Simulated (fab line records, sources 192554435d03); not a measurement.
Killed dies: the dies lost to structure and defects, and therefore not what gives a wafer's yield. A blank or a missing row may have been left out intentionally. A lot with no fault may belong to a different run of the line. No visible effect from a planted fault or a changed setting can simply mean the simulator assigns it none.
The tool behind it: which one? || flow n5 finfet || 10 lots with 30 wafers sampled at 5 steps, on a route of 1938 steps

WHAT THE GAUGES SHOWED, per wafer
N5_BEOL_M4_RC_MEAS_101.
{"lot": "L482", "measured": "day 9 01:55", "on": "prober-01", "DIBL_N (mV/V)": "35.0 36.3 36.2", "DIBL_P (mV/V)": "35.7 38.0 37.4", "EOT_N": "10.60 10.55 10.61", "EOT_P": "10.54 10.47 10.49", "IGATE_N (nA/um)": "0.0102 0.0118 0.0123", "IGATE_P (nA/um)": "0.0031 0.0036 0.0038", "IOFF_N (nA/um)": "0.138 0.166 0.154", "IOFF_P (nA/um)": "0.18 0.21 0.20", "ION_N (uA/um)": "659 680 666", "ION_P (uA/um)": "450 460 455", "SS_N (mV/dec)": "71.0 71.8 71.5", "SS_P (mV/dec)": "73.1 74.1 73.9", "VT_N (mV)": "254 249 251", "VT_P (mV)": "-253 -251 -251"}
{"lot": "L485", "measured": "day 9 14:56", "on": "prober-02", "DIBL_N (mV/V)": "34.1 35.1 35.1", "DIBL_P (mV/V)": "32.8 32.7 32.5", "EOT_N": "10.63 10.69 10.66", "EOT_P": "10.53 10.61 10.67", "IGATE_N (nA/um)": "0.0109 0.0110 0.0095", "IGATE_P (nA/um)": "0.0033 0.0032 0.0028", "IOFF_N (nA/um)": "0.123 0.135 0.121", "IOFF_P (nA/um)": "0.19 0.19 0.18", "ION_N (uA/um)": "667 666 654", "ION_P (uA/um)": "463 460 452", "SS_N (mV/dec)": "70.3 70.8 70.6", "SS_P (mV/dec)": "72.7 72.9 72.9", "VT_N (mV)": "251 249 253", "VT_P (mV)": "-251 -251 -252"}
{"lot": "L484", "measured": "day 10 14:03", "on": "prober-01", "DIBL_N (mV/V)": "35.8 35.6 35.3", "DIBL_P (mV/V)": "34.8 35.3 34.3", "EOT_N": "10.49 10.46 10.55", "EOT_P": "10.43 10.43 10.47", "IGATE_N (nA/um)": "0.0118 0.0139 0.0117", "IGATE_P (nA/um)": "0.0036 0.0042 0.0036", "IOFF_N (nA/um)": "0.142 0.137 0.125", "IOFF_P (nA/um)": "0.18 0.19 0.17", "ION_N (uA/um)": "673 672 665", "ION_P (uA/um)": "457 461 460", "SS_N (mV/dec)": "71.2 70.9 70.9", "SS_P (mV/dec)": "73.5 73.3 73.4", "VT_N (mV)": "251 252 255", "VT_P (mV)": "-254 -252 -255"}
{"lot": "L488", "measured": "day 10 06:46", "on": "prober-01", "DIBL_N (mV/V)": "34.0 35.1 34.4", "DIBL_P (mV/V)": "34.3 34.7 34.0", "EOT_N": "10.53 10.65 10.50", "EOT_P": "10.51 10.61 10.63", "IGATE_N (nA/um)": "0.0145 0.0108 0.0121", "IGATE_P (nA/um)": "0.0044 0.0033 0.0036", "IOFF_N (nA/um)": "0.135 0.151 0.135", "IOFF_P (nA/um)": "0.19 0.20 0.19", "ION_N (uA/um)": "681 682 681", "ION_P (uA/um)": "471 466 467", "SS_N (mV/dec)": "70.8 70.5 70.9", "SS_P (mV/dec)": "72.8 72.7 71.7", "VT_N (mV)": "251 246 252", "VT_P (mV)": "-250 -248 -250"}
{"lot": "L492", "measured": "day 11 10:58", "on": "prober-01", "DIBL_N (mV/V)": "34.0 31.6 35.0", "DIBL_P (mV/V)": "34.9 31.7 35.7", "EOT_N": "10.62 10.51 10.60", "EOT_P": "10.57 10.48 10.54", "IGATE_N (nA/um)": "0.0099 0.0127 0.0120", "IGATE_P (nA/um)": "0.0029 0.0037 0.0035", "IOFF_N (nA/um)": "0.120 0.090 0.139", "IOFF_P (nA/um)": "0.19 0.15 0.20", "ION_N (uA/um)": "654 637 672", "ION_P (uA/um)": "458 446 465", "SS_N (mV/dec)": "70.6 70.3 70.4", "SS_P (mV/dec)": "72.7 72.0 73.0", "VT_N (mV)": "256 260 252", "VT_P (mV)": "-250 -251 -249"}
{"lot": "L493", "measured": "day 11 13:35", "on": "prober-02", "DIBL_N (mV/V)": "38.1 34.4 34.9", "DIBL_P (mV/V)": "38.5 35.4 35.4", "EOT_N": "10.53 10.63 10.65", "EOT_P": "10.58 10.68 10.52", "IGATE_N (nA/um)": "0.0114 0.0101 0.0105", "IGATE_P (nA/um)": "0.0034 0.0030 0.0031", "IOFF_N (nA/um)": "0.190 0.132 0.134", "IOFF_P (nA/um)": "0.24 0.20 0.20", "ION_N (uA/um)": "674 662 651", "ION_P (uA/um)": "465 463 452", "SS_N (mV/dec)": "71.6 70.5 72.0", "SS_P (mV/dec)": "74.1 73.4 72.8", "VT_N (mV)": "246 251 250", "VT_P (mV)": "-246 -251 -250"}
{"lot": "L494", "measured": "day 11 22:42", "on": "prober-02", "DIBL_N (mV/V)": "35.4 32.2 31.9", "DIBL_P (mV/V)": "36.4 32.2 32.1", "EOT_N": "10.57 10.28 10.35", "EOT_P": "10.46 10.24 10.28", "IGATE_N (nA/um)": "0.0112 0.0173 0.0195", "IGATE_P (nA/um)": "0.0033 0.0052 0.0057", "IOFF_N (nA/um)": "0.139 0.093 0.099", "IOFF_P (nA/um)": "0.19 0.14 0.14", "ION_N (uA/um)": "662 655 669", "ION_P (uA/um)": "460 453 453", "SS_N (mV/dec)": "71.7 71.1 70.8", "SS_P (mV/dec)": "73.9 72.2 72.5", "VT_N (mV)": "252 257 257", "VT_P (mV)": "-250 -254 -256"}
{"lot": "L495", "measured": "day 11 19:53", "on": "prober-01", "DIBL_N (mV/V)": "36.2 34.2 35.7", "DIBL_P (mV/V)": "36.4 35.0 36.0", "EOT_N": "10.60 10.51 10.59", "EOT_P": "10.62 10.47 10.58", "IGATE_N (nA/um)": "0.0106 0.0121 0.0109", "IGATE_P (nA/um)": "0.0032 0.0037 0.0034", "IOFF_N (nA/um)": "0.143 0.112 0.139", "IOFF_P (nA/um)": "0.19 0.17 0.19", "ION_N (uA/um)": "669 657 677", "ION_P (uA/um)": "458 459 465", "SS_N (mV/dec)": "71.5 71.6 70.9", "SS_P (mV/dec)": "73.0 72.5 73.7", "VT_N (mV)": "250 255 251", "VT_P (mV)": "-252 -251 -252"}
{"lot": "L496", "measured": "day 12 12:25", "on": "prober-02", "DIBL_N (mV/V)": "34.1 36.7 33.4", "DIBL_P (mV/V)": "33.5 36.2 32.6", "EOT_N": "10.28 10.51 10.25", "EOT_P": "10.20 10.38 10.01", "IGATE_N (nA/um)": "0.0214 0.0118 0.0261", "IGATE_P (nA/um)": "0.0065 0.0036 0.0080", "IOFF_N (nA/um)": "0.117 0.153 0.110", "IOFF_P (nA/um)": "0.16 0.20 0.15", "ION_N (uA/um)": "676 669 676", "ION_P (uA/um)": "465 456 468", "SS_N (mV/dec)": "71.2 71.5 70.9", "SS_P (mV/dec)": "73.1 73.5 72.4", "VT_N (mV)": "255 251 254", "VT_P (mV)": "-252 -252 -256"}
{"lot": "L503", "measured": "day 13 19:15", "on": "prober-02", "DIBL_N (mV/V)": "36.9 35.1 37.1", "DIBL_P (mV/V)": "37.1 34.1 36.7", "EOT_N": "10.57 10.61 10.38", "EOT_P": "10.62 10.59 10.56", "IGATE_N (nA/um)": "0.0099 0.0107 0.0122", "IGATE_P (nA/um)": "0.0030 0.0033 0.0037", "IOFF_N (nA/um)": "0.151 0.120 0.148", "IOFF_P (nA/um)": "0.21 0.18 0.22", "ION_N (uA/um)": "667 663 658", "ION_P (uA/um)": "460 465 456", "SS_N (mV/dec)": "71.1 71.8 71.5", "SS_P (mV/dec)": "73.5 72.4 73.8", "VT_N (mV)": "248 254 250", "VT_P (mV)": "-249 -250 -248"}

WHICH TOOL RAN EACH LOT (tool, then ch and the chambers of the sampled wafers, then the start)
{"lot": "L482", "N5_HKMG_FIN_IL_REGROW_00": "ald hk-03 ch 0,2,3, day 4 04:35", "N5_BEOL_M4_SPUTTER_96": "pvd sputter-01, day 9 00:49", "N5_BEOL_M4_ANNEAL_51": "rtp anneal-01 ch 0, day 9 01:01", "N5_BEOL_M4_PRE_CLEAN_60": "cvd co-01 ch 0,1, day 9 01:38"}
{"lot": "L485", "N5_HKMG_FIN_IL_REGROW_00": "ald hk-03 ch 0,1,3, day 4 23:29", "N5_BEOL_M4_SPUTTER_96": "pvd sputter-03, day 9 13:41", "N5_BEOL_M4_ANNEAL_51": "rtp anneal-02 ch 0, day 9 13:55", "N5_BEOL_M4_PRE_CLEAN_60": "cvd co-01 ch 0,1, day 9 14:30"}
{"lot": "L484", "N5_HKMG_FIN_IL_REGROW_00": "ald hk-02 ch 0,1,2, day 5 02:05", "N5_BEOL_M4_SPUTTER_96": "pvd sputter-03, day 10 10:06", "N5_BEOL_M4_ANNEAL_51": "rtp anneal-02 ch 0, day 10 10:20", "N5_BEOL_M4_PRE_CLEAN_60": "cvd co-01 ch 0,1, day 10 13:37"}
{"lot": "L488", "N5_HKMG_FIN_IL_REGROW_00": "ald hk-03 ch 1,2,3, day 5 18:54", "N5_BEOL_M4_SPUTTER_96": "pvd sputter-02, day 10 05:21", "N5_BEOL_M4_ANNEAL_51": "rtp anneal-01 ch 0, day 10 05:38", "N5_BEOL_M4_PRE_CLEAN_60": "cvd co-02 ch 0,1, day 10 06:11"}
{"lot": "L492", "N5_HKMG_FIN_IL_REGROW_00": "ald hk-03 ch 0,1,2, day 6 19:53", "N5_BEOL_M4_SPUTTER_96": "pvd sputter-01, day 11 09:49", "N5_BEOL_M4_ANNEAL_51": "rtp anneal-01 ch 0, day 11 10:04", "N5_BEOL_M4_PRE_CLEAN_60": "cvd co-02 ch 0,1,2, day 11 10:41"}
{"lot": "L493", "N5_HKMG_FIN_IL_REGROW_00": "ald hk-03 ch 0,1,3, day 7 02:16", "N5_BEOL_M4_SPUTTER_96": "pvd sputter-01, day 11 12:27", "N5_BEOL_M4_ANNEAL_51": "rtp anneal-02 ch 0, day 11 12:39", "N5_BEOL_M4_PRE_CLEAN_60": "cvd co-02 ch 0,2, day 11 13:17"}
{"lot": "L494", "N5_HKMG_FIN_IL_REGROW_00": "ald hk-03 ch 0,1, day 7 05:15", "N5_BEOL_M4_SPUTTER_96": "pvd sputter-02, day 11 21:25", "N5_BEOL_M4_ANNEAL_51": "rtp anneal-02 ch 0, day 11 21:40", "N5_BEOL_M4_PRE_CLEAN_60": "cvd co-02 ch 0,1,2, day 11 22:14"}
{"lot": "L495", "N5_HKMG_FIN_IL_REGROW_00": "ald hk-02 ch 0,1,2, day 7 12:28", "N5_BEOL_M4_SPUTTER_96": "pvd sputter-01, day 11 18:43", "N5_BEOL_M4_ANNEAL_51": "rtp anneal-01 ch 0, day 11 18:55", "N5_BEOL_M4_PRE_CLEAN_60": "cvd co-02 ch 0,1, day 11 19:34"}
{"lot": "L496", "N5_HKMG_FIN_IL_REGROW_00": "ald hk-03 ch 1,2, day 7 14:59", "N5_BEOL_M4_SPUTTER_96": "pvd sputter-03, day 12 11:11", "N5_BEOL_M4_ANNEAL_51": "rtp anneal-02 ch 0, day 12 11:24", "N5_BEOL_M4_PRE_CLEAN_60": "cvd co-01 ch 1,2, day 12 12:02"}
{"lot": "L503", "N5_HKMG_FIN_IL_REGROW_00": "ald hk-02 ch 0,2, day 9 13:34", "N5_BEOL_M4_SPUTTER_96": "pvd sputter-03, day 13 17:52", "N5_BEOL_M4_ANNEAL_51": "rtp anneal-02 ch 0, day 13 18:04", "N5_BEOL_M4_PRE_CLEAN_60": "cvd co-02 ch 1,2, day 13 18:58"}
- N5_HKMG_FIN_IL_REGROW_00: material SiO2, chemistry O3, target thk 0.75 nm, time 30 s.
- N5_BEOL_M4_SPUTTER_96: material Cu, target thk 4.5 nm, time 8.29 s.
- N5_BEOL_M4_ANNEAL_51: time 90 s.
- N5_BEOL_M4_PRE_CLEAN_60: time 15 s.

WHAT THE TOOLS THEMSELVES READ (means of the sampled wafers that have a number; where no wafer has one, the mark that the record gives instead)
N5_BEOL_M4_SPUTTER_96.
{"lot": "L482", "tool": "pvd sputter-01", "throttle valve pct (%)": 29.2}
{"lot": "L485", "tool": "pvd sputter-03", "throttle valve pct (%)": 30.0}
{"lot": "L484", "tool": "pvd sputter-03", "throttle valve pct (%)": 31.1}
{"lot": "L488", "tool": "pvd sputter-02", "throttle valve pct (%)": 30.2}
{"lot": "L492", "tool": "pvd sputter-01", "throttle valve pct (%)": 29.2}
{"lot": "L493", "tool": "pvd sputter-01", "throttle valve pct (%)": 29.4}
{"lot": "L494", "tool": "pvd sputter-02", "throttle valve pct (%)": 29.6}
{"lot": "L495", "tool": "pvd sputter-01", "throttle valve pct (%)": 29.2}
{"lot": "L496", "tool": "pvd sputter-03", "throttle valve pct (%)": 30.3}
{"lot": "L503", "tool": "pvd sputter-03", "throttle valve pct (%)": 30.2}

N5_BEOL_M4_ANNEAL_51.
{"lot": "L482", "tool": "rtp anneal-01", "wafer_temp_C_max": 225.90}
{"lot": "L485", "tool": "rtp anneal-02", "wafer_temp_C_max": 226.18}
{"lot": "L484", "tool": "rtp anneal-02", "wafer_temp_C_max": 225.87}
{"lot": "L488", "tool": "rtp anneal-01", "wafer_temp_C_max": 225.94}
{"lot": "L492", "tool": "rtp anneal-01", "wafer_temp_C_max": 226.10}
{"lot": "L493", "tool": "rtp anneal-02", "wafer_temp_C_max": 225.98}
{"lot": "L494", "tool": "rtp anneal-02", "wafer_temp_C_max": 226.18}
{"lot": "L495", "tool": "rtp anneal-01", "wafer_temp_C_max": 225.96}
{"lot": "L496", "tool": "rtp anneal-02", "wafer_temp_C_max": 225.99}
{"lot": "L503", "tool": "rtp anneal-02", "wafer_temp_C_max": 225.98}

N5_BEOL_M4_PRE_CLEAN_60.
{"lot": "L482", "tool": "cvd co-01", "heater power w (W)": 62}
{"lot": "L485", "tool": "cvd co-01", "heater power w (W)": 63}
{"lot": "L484", "tool": "cvd co-01", "heater power w (W)": 62}
{"lot": "L488", "tool": "cvd co-02", "heater power w (W)": 61}
{"lot": "L492", "tool": "cvd co-02", "heater power w (W)": 69}
{"lot": "L493", "tool": "cvd co-02", "heater power w (W)": 88}
{"lot": "L494", "tool": "cvd co-02", "heater power w (W)": 68}
{"lot": "L495", "tool": "cvd co-02", "heater power w (W)": 62}
{"lot": "L496", "tool": "cvd co-01", "heater power w (W)": 82}
{"lot": "L503", "tool": "cvd co-02", "heater power w (W)": 51}

THE ANSWER, worked out from the rows above alone
Rule: the usual values come from the lots themselves. The widest of any qualifying gaps counts: lots, ordered by their means at a reading, are off when they make up no more than a third of the lots, leave a main group of 4 or more, and stand apart from it by 3 or more times the standard deviation of that group's means. A main group is skipped when, at the precision printed for the reading in the tables above, its means are all equal. A lot without any number at a reading at which 4 lots or more have one is off too. Any other lot the step has rows for is counted as sound. After the gauges, taken in route order, come the tools' own readings; for these a lot's mean is taken, as printed above. The first step at which some lot is off is used, and at that step the reading that is off furthest; a lot without a number counts as furthest.
Off: L494, L496, at N5_BEOL_M4_RC_MEAS_101 (IGATE_N). Main group: mean 0.0114 nA/um, sd 0.0007.
If a tool, at a process step before that reading, ran all the lots that are off and no sound lot after the first of them, it fits. Gauges at N5_BEOL_M4_RC_MEAS_101: tried the same way as those tools. One fits: ald hk-03 at N5_HKMG_FIN_IL_REGROW_00. Its last sound lot is L493 (day 7 02:16), its first lot that is off L494 (day 7 05:15): a fault that began between those two fits.

WHAT THE SIMULATOR PUT IN
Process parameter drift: ald hk-03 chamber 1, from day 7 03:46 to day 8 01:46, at N5_HKMG_FIN_IL_REGROW_00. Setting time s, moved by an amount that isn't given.
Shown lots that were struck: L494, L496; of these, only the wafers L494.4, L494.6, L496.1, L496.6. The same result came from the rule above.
